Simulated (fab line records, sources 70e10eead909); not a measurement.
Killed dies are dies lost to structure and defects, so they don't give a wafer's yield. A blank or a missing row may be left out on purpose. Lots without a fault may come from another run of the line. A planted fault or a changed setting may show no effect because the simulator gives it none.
A struck lot beside a sound one | flow nand_harc | 15 steps out of a route of 1302
Sound: wafers L313.1, L313.3, L313.6. Struck: wafer L318.6. (L318.4 of the same lot was not struck and is left out.) The cause comes at the end.
At each step with rows: each side's tool, then ch and its chambers, then its first start. Under that, the readings that differ: sound wafers | struck wafers | difference of the means | sigmas: that difference in standard deviations of wafers without a fault.
alike: readings whose means differ by less than 2 such deviations, and words and numbers that are the same on both sides. not compared: withheld readings, readings that some wafer has no value for, bounds like >300 that may hide the same value, and numbers for which the record gives no deviation and whose values overlap.
The two part at a step that has a row with sigmas, a row that says differs or no value, or rows on one side only. Numbers that don't overlap but have no deviation are shown without sigmas and don't part them. A reading that every wafer of one side lacks parts them only if that side has two wafers or more.

first, 3 steps without rows for these wafers: NHARC_A_CHANNEL_HOLE_D1_STRIP_41 (strips in N2/H2); NHARC_A_CHANNEL_HOLE_D1_STRIP_42 (strips in CF4/CHF3); NHARC_A_CHANNEL_HOLE_D1_STRIP_43 (strips in O2/COS).
NHARC_A_CHANNEL_HOLE_D1_ETCH_44: etches the open film in CF4/O2, target depth 140 nm, overetch 14 nm, time 77 s.
  sound on rie_diel-07 ch 0,2, day 11 22:45; struck on rie_diel-03 ch 3, day 13 13:29
  reading               | sound             | struck | difference | sigmas
  oes_product_au (a.u.) | 1.003 1.011 1.000 | 0.983  | -0.022     | -2
  alike: drypump_motor_current_A, oes_f_703_au, rf_vpp_V, showerhead_plenum_p_Torr, throttle_valve_pct
  not compared: rf_hours_counter_h
NHARC_A_CHANNEL_HOLE_D1_STRIP_27: strips in O2.
  sound on rie_diel-07 ch 1,2,3; struck on rie_diel-03 ch 2
  alike: drypump_motor_current_A, oes_product_au, rf_vpp_V, showerhead_plenum_p_Torr, throttle_valve_pct
  not compared: rf_hours_counter_h
then, 2 steps without rows for these wafers: NHARC_A_CHANNEL_HOLE_D1_PRECLEAN_28 (cleans in SC1); NHARC_A_CHANNEL_HOLE_D1_SRD_29.
NHARC_A_CHANNEL_HOLE_D1_CD_MEAS_30:
  sound on cd_sem-03, day 11 23:33; struck on cd_sem-01, day 13 14:18
  alike: cd_nm
NHARC_A_CHANNEL_HOLE_D1_XSEM_31:
  sound on xsem-02 ch 0, day 11 23:38; struck on xsem-01 ch 0, day 13 14:23
  alike: bot_cd_nm, bow_nm, tilt_deg
NHARC_A_CHANNEL_HOLE_D1_INSPECT_40:
  sound on defect_inspect-01, day 11 23:44; struck on defect_inspect-01, day 13 14:29
  reading          | sound    | struck | difference | sigmas
  raw_defect_count | 48 54 50 | 121    | +70        | +3
then, 2 steps without rows for these wafers: NHARC_A_CHANNEL_FILL_D1_PRECLEAN_00 (cleans in SC1); NHARC_A_CHANNEL_FILL_D1_SRD_01.
NHARC_A_CHANNEL_FILL_D1_ALD_02: deposits SiO2, target thk 6 nm, pulse time 10 s, ald cycles 60.
  sound on ald_hk-01 ch 1,3, day 12 03:37; struck on ald_hk-04 ch 2, day 13 15:05
  reading    | sound    | struck | difference | sigmas
  ald_cycles | 60 60 60 | 71     | +11        |
  alike: heater_power_outer_w, heater_power_w, precursor_pulse_height_rel
  not compared: since_wet_clean_h
NHARC_A_CHANNEL_FILL_D1_ALD_03: deposits SiNx, target thk 6 nm, pulse time 60 s, ald cycles 58.
  sound on ald_sin_batch-03 ch 0; struck on ald_sin_batch-01 ch 0
  alike: precursor_pulse_height_rel
  not compared: ald_cycles
NHARC_END_SORT_01:
  the record has rows for the sound wafers here (prober-02 ch 0, day 28 21:25) and none for the struck ones

WHERE THEY PART
First at NHARC_A_CHANNEL_HOLE_D1_ETCH_44; last, within this record, at NHARC_END_SORT_01.

WHY: what the simulator had put in
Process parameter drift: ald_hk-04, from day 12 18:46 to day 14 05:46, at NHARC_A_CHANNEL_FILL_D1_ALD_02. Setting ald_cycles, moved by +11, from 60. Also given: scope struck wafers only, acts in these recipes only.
